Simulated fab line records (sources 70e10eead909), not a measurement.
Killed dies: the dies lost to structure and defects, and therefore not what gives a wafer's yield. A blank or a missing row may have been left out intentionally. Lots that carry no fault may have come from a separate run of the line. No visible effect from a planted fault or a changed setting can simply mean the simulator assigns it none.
Matching of chambers ; flow nand_harc ; pecvd-04 running NHARC_A_STAIRCASE_DEP_322: 3 sister chambers
The step deposits SiO2, target thk 7200 nm. 3 wafers are shown with their chamber, then 8 later ones without.

## WAFERS PAIRED WITH THEIR CHAMBERS
wafer;chamber;heater_power_w (W)
L085.5;0;630
L085.6;1;684
L090.1;2;777

## WAFERS WHOSE CHAMBER IS MISSING
wafer;heater_power_w (W)
L090.4;679
L090.6;633
L094.2;696
L094.5;680
L094.6;640
L092.1;837
L092.5;642
L092.6;720

## WHICH CHAMBER EACH WENT THROUGH
wafer;from the rows above;in truth
L090.4;can't be placed: 1 or 0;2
L090.6;can't be placed: 0 or 1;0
L094.2;1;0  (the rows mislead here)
L094.5;can't be placed: 1 or 0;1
L094.6;can't be placed: 0 or 1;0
L092.1;2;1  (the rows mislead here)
L092.5;can't be placed: 0 or 1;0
L092.6;can't be placed: 1 or 2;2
Placed correctly: 0 of 8. Cannot be placed on the basis of these rows: 6; the candidates contain the true chamber in 5. Wrongly placed: 2.
How it was worked out, from the rows above alone: a wafer's distance from a chamber is the root of the sum, over the readings, of the square of ((its reading less the chamber's mean) divided by the reading's scatter). The wafer belongs to the nearest chamber; if the next one is less than 2 further off, it can't be placed. A chamber's mean is the mean of its shown wafers. The scatter: with one shown wafer a chamber, the root of the mean of the squares of how far each hidden wafer lies from its nearest shown one.
